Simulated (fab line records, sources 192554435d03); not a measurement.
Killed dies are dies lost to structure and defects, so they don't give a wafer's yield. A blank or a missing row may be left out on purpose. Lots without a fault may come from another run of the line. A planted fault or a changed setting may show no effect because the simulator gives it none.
Chamber matching | flow n5_finfet | N5_HKMG_FIN_ETCH_58 on rie_diel-01: 4 sister chambers
The step etches SOC in N2/H2, target depth 215.8 nm, time 741 s. 4 wafers are shown with their chamber, then 11 later ones without.

WAFERS WITH THEIR CHAMBER
wafer  | chamber | drypump_motor_current_A (A)
L090.2 | 2       | 5.0
L090.4 | 3       | 5.3
L090.5 | 0       | 6.4
L091.3 | 1       | 5.2

WAFERS WITHOUT THEIR CHAMBER
wafer  | drypump_motor_current_A (A)
L091.5 | 6.4
L091.6 | 5.3
L094.1 | 5.4
L094.2 | 5.2
L094.5 | 5.2
L095.2 | 5.0
L095.3 | 5.3
L095.4 | 6.4
L096.2 | 5.3
L096.3 | 6.4
L096.4 | 5.3

WHICH CHAMBER EACH WENT THROUGH
wafer  | from the rows above | in truth
L091.5 | 0                   | 0
L091.6 | 3                   | 3
L094.1 | 3                   | 3
L094.2 | 1                   | 1
L094.5 | 1                   | 1
L095.2 | 2                   | 2
L095.3 | 3                   | 3
L095.4 | 0                   | 0
L096.2 | 3                   | 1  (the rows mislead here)
L096.3 | 0                   | 0
L096.4 | 3                   | 3
Placed correctly: 10 of 11. Can't be placed from these rows: 0. Placed wrongly: 1.
How it was worked out, from the rows above alone: a wafer's distance from a chamber is the root of the sum, over the readings, of the square of ((its reading less the chamber's mean) divided by the reading's scatter). The wafer belongs to the nearest chamber; if the next one is less than 2 further off, it can't be placed. A chamber's mean is the mean of its shown wafers. The scatter: with one shown wafer a chamber, the root of the mean of the squares of how far each hidden wafer lies from its nearest shown one.
